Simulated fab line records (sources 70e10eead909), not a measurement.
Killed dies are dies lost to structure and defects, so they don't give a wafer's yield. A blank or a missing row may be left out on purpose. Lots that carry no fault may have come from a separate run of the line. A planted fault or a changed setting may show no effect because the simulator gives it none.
2 desks, one fault + flow nand-harc + only its own numbers are on each desk; what lay behind them is given at the end

## TOOL OWNER'S DESK, har-etch-02
The tool's own readings at NHARC_A_CHANNEL_HOLE_D1_ETCH_19 (etches the open film in C4F8/O2/Ar, time 34.5 s): means of the sampled wafers that have a number, for each lot that ran on this tool. Any lot whose mean is over 4 standard deviations away from the usual mean is out of limits and marked OUT; that distance is given in the brackets.
Columns: A = bias-v at NHARC_A_CHANNEL_HOLE_D1_ETCH_19, usual 1199 V; B = chamber-pressure-mTorr at NHARC_A_CHANNEL_HOLE_D1_ETCH_19, usual 15.000 mTorr; C = drypump-motor-current-A at NHARC_A_CHANNEL_HOLE_D1_ETCH_19, usual 5.8 A; D = showerhead-plenum-p-Torr at NHARC_A_CHANNEL_HOLE_D1_ETCH_19, usual 3.74 Torr; E = throttle-valve-pct at NHARC_A_CHANNEL_HOLE_D1_ETCH_19, usual 37.038 %
| lot  | first seen here | A    | B      | C   | D    | E      |
|------|-----------------|------|--------|-----|------|--------|
| L414 | day 8 21:03     | 1196 | 15.002 | 6.3 | 3.71 | 37.036 |
| L415 | day 9 13:04     | 1193 | 15.000 | 6.3 | 3.71 | 37.036 |
| L423 | day 12 20:32    | 1200 | 14.999 | 6.5 | 3.58 | 37.041 |
| L427 | day 14 13:46    | 1199 | 14.995 | 6.1 | 3.77 | 37.043 |
| L429 | day 15 11:55    | 1185 | 15.000 | 6.1 | 3.76 | 37.039 |
| L436 | day 18 10:59    | 1202 | 15.010 | 6.5 | 3.90 | 37.032 |
This desk's verdict: no lot among the 6 shows anything out of limits.

## THE DEFECT DESK
Lot by lot, what the route's inspections counted, given as the mean of those sampled wafers with a number. Any lot whose mean is over 4 standard deviations away from the usual mean is out of limits and marked OUT; that distance is given in the brackets.
Columns: A = raw-defect-count at NHARC_A_CHANNEL_HOLE_D1_INSPECT_40, usual 75
| lot  | first seen here | A              |
|------|-----------------|----------------|
| L413 | day 8 20:50     | 60             |
| L414 | day 9 02:46     | 83             |
| L415 | day 9 18:47     | 94             |
| L417 | day 10 20:54    | 58             |
| L423 | day 13 02:14    | 112            |
| L427 | day 14 23:35    | 1162 (+42) OUT |
| L429 | day 15 17:37    | 1188 (+43) OUT |
| L430 | day 15 18:13    | 48             |
| L435 | day 17 17:47    | 67             |
| L436 | day 18 16:42    | 44             |
This desk's verdict: out of limits on L427, L429, starting with L427 at day 14 23:35 (raw-defect-count at NHARC_A_CHANNEL_HOLE_D1_INSPECT_40). Within limits: L413, L414, L415, L417, L423, L430, L435, L436.

## BROUGHT TOGETHER
The defect desk could have raised an alarm at day 14 23:35, on L427, L429.
The tool owner's desk saw nothing out of limits.
Tool owner's desk: L427, L429 on record, inside its limits.
Of the lots named, all ran NHARC_A_CHANNEL_HOLE_D1_ETCH_19 on har-etch-02.

## WHAT HAD BEEN PUT IN BY THE SIMULATOR
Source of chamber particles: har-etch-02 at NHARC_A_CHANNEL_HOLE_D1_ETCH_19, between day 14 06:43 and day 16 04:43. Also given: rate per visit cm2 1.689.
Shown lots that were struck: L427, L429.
Hours from the fault's start to each desk's first reading out of limits: the defect desk, 17.
